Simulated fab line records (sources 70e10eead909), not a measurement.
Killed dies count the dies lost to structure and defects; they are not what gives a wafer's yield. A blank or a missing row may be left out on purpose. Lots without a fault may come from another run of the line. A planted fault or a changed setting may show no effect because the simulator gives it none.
fab line records    flow nand_harc
record lots=14  wafers=42  last_day=33
route steps=1302 shown P_BONDPAD@367
lots that met no fault: taken from a fault-free run of the same line
start_h: the number of hours between the record's first day and the start of the first shown wafer of the lot    wait_h: hours since the lot's step before    " as in the row above    L1.1+2: a single row standing in for several wafers    - no value, or no start was given    * or withheld: withheld    < > ~ a bound
route shown NAME@n: names a module that has steps shown in the file, with the first one's number in the route    usual: average and standard deviation across the fault-free wafers    same: alike in all rows    chamber/n: place in a boat    sites: each site's reading    _std_site: their standard deviation    _edge_site: outer sites' mean less inner sites'    radius_mm: how far each site lies from the wafer's centre    mask NAME#n: copy n    behind: the last tool/chamber to shape the wafer    hold: why the lot went on hold/how many hours it stayed there/how the hold came to an end    device: which transistor (n, p or np) failed to switch    end of line: at the end of the route, the tests of the same wafers    a step without rows: its recipe alone    killed: dies that structure and defects cost at the first sort, which is not the same as the wafer's yield    map: per-die view of a wafer (x killed, . not killed, _ where there is no die)
set.NAME: the setting as run; set.NAME@STEP: as run at that earlier step    model.NAME: the simulator's own value behind a step, which no gauge read
the route's steps for a sample of lots (tables are steps, rows are wafers)
services: when a tool's chamber went out of use (start_h, in hours from the record's first day, below 0 if earlier), for how many hours, and the reason
## steps
# step NHARC_P_BONDPAD_DESCUM_11
# recipe time_s=3  o2_flow_sccm=200  ar_flow_sccm=0  bias_power_w=0  chemistry=O2
# usual drypump_motor_current_A=5.8/0.45  oes_product_au=1.000/0.0095  rf_vpp_V=57.5/0.92  showerhead_plenum_p_Torr=1.87/0.065  throttle_valve_pct=11.311/0.01
lot.wafer  tool         chamber  start_h  wait_h  drypump_motor_current_A  oes_product_au  rf_hours_counter_h  rf_vpp_V  showerhead_plenum_p_Torr  throttle_valve_pct
L602.1     rie_diel-02  1        144.37   -       5.7                      1.000           2.9                 57.3      1.82                      11.323
L602.4     "            3        "        "       5.3                      1.003           3.4                 57.1      1.89                      11.324
L602.2     "            0        "        "       5.6                      0.991           3.1                 57.4      1.83                      11.320
L603.4     rie_diel-02  0        144.95   -       5.7                      0.992           3.2                 57.3      1.83                      11.309
L603.5     "            3        "        "       5.3                      1.004           -                   59.3      1.89                      11.312
L603.6     "            0        "        "       5.7                      0.987           -                   56.3      1.83                      11.315
L607.2     rie_diel-09  2        180.35   -       6.4                      1.004           0.9                 57.9      1.93                      11.318
L607.4     "            3        "        "       5.5                      1.002           -                   57.3      1.90                      11.322
L607.6     "            1        "        "       6.1                      1.010           -                   56.9      1.94                      11.293
L608.4     rie_diel-09  2        203.05   -       6.4                      0.995           2.2                 57.7      1.93                      11.301
L608.5     "            3        "        "       5.4                      1.018           -                   57.8      1.90                      11.310
L608.6     "            0        "        "       6.5                      1.005           -                   58.1      1.86                      11.309
L609.4     rie_diel-09  2        210.08   -       6.4                      0.992           2.4                 58.9      1.93                      11.322
L609.2     "            3        "        "       5.4                      0.998           2.5                 57.5      1.90                      11.314
L609.1     "            0        "        "       6.5                      1.017           1.6                 58.4      1.86                      11.303
L610.3     rie_diel-02  0        213.10   -       5.7                      0.982           5.8                 57.3      1.83                      11.321
L610.1     "            1        "        "       5.7                      0.996           5.5                 57.3      1.82                      11.317
L610.5     "            2        "        "       6.4                      0.992           -                   58.4      1.79                      11.307
L611.3     rie_diel-09  0        223.64   -       6.5                      0.993           2.6                 55.9      1.86                      11.293
L611.4     "            1        "        "       6.1                      0.997           3.8                 58.4      1.94                      11.303
L611.5     "            3        "        "       5.4                      1.001           -                   58.5      1.90                      11.317
L612.4     rie_diel-11  2        234.21   -       5.4                      1.005           7.0                 57.8      1.84                      11.295
L612.2     "            0        "        "       5.7                      0.996           7.9                 57.9      2.04                      11.314
L612.6     "            3        "        "       5.8                      0.992           -                   57.5      1.80                      11.308
L613.3     rie_diel-02  0        248.68   -       5.7                      0.999           1.1                 56.7      1.82                      11.299
L613.5     "            0        "        "       5.6                      0.998           -                   58.0      1.83                      11.323
L613.6     "            1        "        "       5.7                      0.997           -                   56.9      1.82                      11.325
L614.2     rie_diel-02  2        253.78   -       6.3                      1.007           1.1                 55.8      1.79                      11.310
L614.1     "            0        "        "       5.6                      0.991           1.2                 56.9      1.82                      11.303
L614.6     "            1        "        "       5.7                      1.004           -                   57.5      1.82                      11.321
L615.4     rie_diel-11  0        266.44   -       5.7                      0.994           0                   60.2      2.03                      11.319
L615.2     "            1        "        "       4.8                      0.999           0                   58.3      2.03                      11.306
L615.1     "            3        "        "       5.7                      1.020           0                   57.3      1.80                      11.317
L616.2     rie_diel-02  0        277.05   -       5.6                      1.003           2.1                 57.5      1.82                      11.316
L616.5     "            0        "        "       5.6                      0.997           -                   58.2      1.83                      11.316
L616.6     "            1        "        "       5.7                      1.004           -                   58.3      1.82                      11.302
L622.3     rie_diel-02  2        332.82   -       6.3                      1.019           4.3                 57.5      1.79                      11.316
L622.5     "            3        "        "       5.3                      0.985           -                   58.8      1.89                      11.315
L622.6     "            0        "        "       5.6                      0.991           -                   55.8      1.82                      11.327
L623.2     rie_diel-02  2        349.25   -       6.4                      1.015           5.0                 58.8      1.79                      11.313
L623.1     "            3        "        "       5.3                      0.985           5.0                 57.6      1.89                      11.320
L623.6     "            3        "        "       5.3                      0.980           -                   58.3      1.89                      11.323
# step NHARC_P_BONDPAD_PVD_27
# recipe target_thk_a=300  chamber_pressure_pa=5  power_w=5000  substrate_temp_c=30  time_s=20.49  material=Cu
# usual throttle_valve_pct=29.7/1.4
lot.wafer  tool            chamber  start_h  wait_h  throttle_valve_pct
L602.4     pvd_sputter-03  -        -        -       31.7
L602.1     "               -        "        "       28.4
L602.2     "               -        "        "       30.4
L603.4     pvd_sputter-01  -        -        -       32.4
L603.5     "               -        "        "       32.3
L603.6     "               -        "        "       29.8
L607.2     pvd_sputter-03  -        -        -       32.1
L607.4     "               -        "        "       28.6
L607.6     "               -        "        "       28.5
L608.4     pvd_sputter-02  -        -        -       28.3
L608.6     "               -        "        "       26.4
L608.5     "               -        "        "       29.0
L609.4     pvd_sputter-02  -        -        -       26.5
L609.2     "               -        "        "       29.1
L609.1     "               -        "        "       28.5
L610.1     pvd_sputter-02  -        -        -       28.3
L610.3     "               -        "        "       29.8
L610.5     "               -        "        "       30.1
L611.3     pvd_sputter-03  -        -        -       31.1
L611.4     "               -        "        "       28.9
L611.5     "               -        "        "       28.3
L612.4     pvd_sputter-03  -        -        -       28.8
L612.2     "               -        "        "       31.9
L612.6     "               -        "        "       28.3
L613.3     pvd_sputter-01  -        -        -       29.7
L613.6     "               -        "        "       30.8
L613.5     "               -        "        "       30.5
L614.1     pvd_sputter-03  -        -        -       28.6
L614.2     "               -        "        "       31.1
L614.6     "               -        "        "       31.0
L615.4     pvd_sputter-02  -        -        -       28.9
L615.1     "               -        "        "       28.4
L615.2     "               -        "        "       29.7
L616.2     pvd_sputter-02  -        -        -       28.5
L616.6     "               -        "        "       28.4
L616.5     "               -        "        "       29.8
L622.3     pvd_sputter-01  -        -        -       30.7
L622.5     "               -        "        "       29.8
L622.6     "               -        "        "       30.6
L623.2     pvd_sputter-01  -        -        -       30.6
L623.1     "               -        "        "       30.9
L623.6     "               -        "        "       30.6
# step NHARC_P_BONDPAD_ECD_18
# recipe target_thk_a=4000  bath_temp_c=25  material=Cu
lot.wafer   tool       chamber  start_h  wait_h
L602.1+2+4  ecd_cu-01  1,0,1    145.67   -
L603.4+6+5  ecd_cu-02  0,1,0    146.40   -
L607.2+4+6  ecd_cu-01  0,0,1    181.79   -
L608.4+5+6  ecd_cu-01  0,1,0    204.48   -
L609.2+1+4  ecd_cu-01  1,0,1    211.37   -
L610.1+3+5  ecd_cu-02  0        214.43   -
L611.3+4+5  ecd_cu-01  0,1,0    225.03   -
L612.2+4+6  ecd_cu-01  1,1,0    235.56   -
L613.3+5+6  ecd_cu-01  1,0,1    250.38   -
L614.1+2+6  ecd_cu-01  0,1,1    255.07   -
L615.1+2+4  ecd_cu-02  1,0,1    267.74   -
L616.2+5+6  ecd_cu-01  0,1,0    278.39   -
L622.3+6+5  ecd_cu-02  1,1,0    334.22   -
L623.2+1+6  ecd_cu-02  1,0,0    350.54   -
# step NHARC_P_BONDPAD_ANNEAL_28
# recipe temp_c=225  time_s=90
# usual wafer_temp_C_max=226.4/0.36
lot.wafer  tool           chamber  start_h  wait_h  wafer_temp_C_max
L602.1     rtp_anneal-02  0        146.05   0.3     226.2
L602.2     "              0        "        "       226.8
L602.4     "              0        "        "       226.7
L603.4     rtp_anneal-01  0        146.78   -       226.0
L603.5     "              0        "        "       226.3
L603.6     "              0        "        "       226.0
L607.2     rtp_anneal-01  0        182.17   -       226.5
L607.4     "              0        "        "       226.4
L607.6     "              0        "        "       226.5
L608.4     rtp_anneal-02  0        204.86   0.3     226.4
L608.5     "              0        "        "       226.4
L608.6     "              0        "        "       226.8
L609.1     rtp_anneal-01  0        211.75   0.3     226.5
L609.2     "              0        "        "       226.6
L609.4     "              0        "        "       226.3
L610.1     rtp_anneal-01  0        214.76   0.3     226.3
L610.3     "              0        "        "       226.1
L610.5     "              0        "        "       226.4
L611.3     rtp_anneal-01  0        225.41   0.3     226.1
L611.4     "              0        "        "       226.5
L611.5     "              0        "        "       226.2
L612.2     rtp_anneal-01  0        235.94   0.3     226.5
L612.4     "              0        "        "       226.4
L612.6     "              0        "        "       226.0
L613.3     rtp_anneal-01  0        250.72   -       226.3
L613.5     "              0        "        "       226.2
L613.6     "              0        "        "       226.4
L614.1     rtp_anneal-02  0        255.45   -       225.9
L614.2     "              0        "        "       226.3
L614.6     "              0        "        "       226.4
L615.1     rtp_anneal-01  0        268.12   -       226.3
L615.2     "              0        "        "       226.3
L615.4     "              0        "        "       226.2
L616.2     rtp_anneal-01  0        278.77   -       226.5
L616.5     "              0        "        "       226.6
L616.6     "              0        "        "       226.4
L622.3     rtp_anneal-02  0        334.60   -       226.6
L622.5     "              0        "        "       226.6
L622.6     "              0        "        "       226.6
L623.1     rtp_anneal-02  0        350.95   0.3     226.5
L623.2     "              0        "        "       226.8
L623.6     "              0        "        "       226.5
# step NHARC_P_BONDPAD_THK_MEAS_20
# recipe thk_meas_gauge=xrf
# usual thk_nm=160.6/1.5
lot.wafer  tool           chamber  start_h  wait_h  thk_nm
L602.1     film_metro-01  -        146.71   -       161.7
L602.2     "              -        "        "       164.0
L602.4     "              -        "        "       163.1
L603.4     film_metro-01  -        147.29   -       164.5
L603.5     "              -        "        "       161.9
L603.6     "              -        "        "       163.1
L607.2     film_metro-02  -        182.78   -       160.2
L607.4     "              -        "        "       162.5
L607.6     "              -        "        "       161.6
L608.4     film_metro-02  -        205.38   -       158.7
L608.5     "              -        "        "       161.5
L608.6     "              -        "        "       161.5
L609.1     film_metro-02  -        212.42   -       160.5
L609.2     "              -        "        "       159.4
L609.4     "              -        "        "       157.8
L610.1     film_metro-02  -        215.42   -       162.8
L610.3     "              -        "        "       160.9
L610.5     "              -        "        "       159.2
L611.3     film_metro-02  -        225.98   -       161.7
L611.4     "              -        "        "       161.8
L611.5     "              -        "        "       162.1
L612.2     film_metro-02  -        236.56   -       160.4
L612.4     "              -        "        "       159.0
L612.6     "              -        "        "       159.7
L613.3     film_metro-01  -        251.28   -       160.4
L613.5     "              -        "        "       161.0
L613.6     "              -        "        "       162.5
L614.1     film_metro-01  -        256.12   -       161.7
L614.2     "              -        "        "       159.7
L614.6     "              -        "        "       160.0
L615.1     film_metro-02  -        268.78   -       163.1
L615.2     "              -        "        "       161.6
L615.4     "              -        "        "       158.3
L616.2     film_metro-01  -        279.39   -       158.1
L616.5     "              -        "        "       160.6
L616.6     "              -        "        "       158.6
L622.3     film_metro-02  -        335.16   -       132.7
L622.5     "              -        "        "       160.1
L622.6     "              -        "        "       160.4
L623.1     film_metro-01  -        351.62   -       123.7
L623.2     "              -        "        "       129.5
L623.6     "              -        "        "       158.3
## services
tool            chamber  start_h  hours  kind
rie_diel-11     1        126.48   5.3    repair
rie_diel-02     -        132.26   4.9    repair
rie_diel-09     2        134.31   1.2    repair
rie_diel-09     -        143.10   9.0    pm
ecd_cu-01       -        160.24   8.0    pm
pvd_sputter-03  -        170.06   10.0   pm
rie_diel-02     0        171.23   6.1    repair
rie_diel-09     0        176.02   18.0   repair
pvd_sputter-03  -        199.81   7.9    repair
rie_diel-02     -        216.70   9.0    pm
pvd_sputter-01  -        226.00   10.0   pm
ecd_cu-02       -        244.19   8.0    pm
ecd_cu-02       -        271.05   1.6    repair
ecd_cu-01       -        272.73   0.2    repair
pvd_sputter-02  -        282.00   10.0   pm
pvd_sputter-03  -        285.83   1.8    repair
ecd_cu-02       -        285.87   0.8    repair
pvd_sputter-01  -        286.64   3.5    repair
ecd_cu-02       -        295.09   2.3    repair
rie_diel-09     3        302.88   4.0    repair
ecd_cu-02       -        318.89   2.8    repair
rie_diel-09     -        320.10   9.0    pm
ecd_cu-01       -        336.24   8.0    pm
pvd_sputter-03  -        348.06   10.0   pm
## key
first_sign step=NHARC_P_BONDPAD_THK_MEAS_20  reading=thk_nm  direction=down  sigmas=21  usual=160.6  struck=128.6
effect none on later readings
met_at NHARC_P_BONDPAD_ECD_18
struck_lots L622,L623
struck_wafers L622.3,L623.1,L623.2
later_rows_left_out L622.3,L623.1,L623.2
sort_left_out L622.3,L623.1,L623.2
not_acting_at NHARC_P_BONDPAD_DESCUM_11,NHARC_P_BONDPAD_PVD_27,NHARC_P_BONDPAD_ANNEAL_28
onset_between 267.74 334.22
fault kind=process_parameter_drift  tool=ecd_cu-02  chamber=-  onset_h=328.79  steps=NHARC_P_BONDPAD_ECD_18  channel=target_thk_a  offset=*  shape=step  end_h=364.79  scope=struck_wafers_only  acts_in=*  stated=*
# sort_left_out: the simulated sort isn't trusted on such a fault, so these wafers' sort isn't shown, and their yield isn't known
# later_rows_left_out: the simulator's readings of these wafers behind a module that went badly wrong aren't trusted and aren't shown, but for the sort
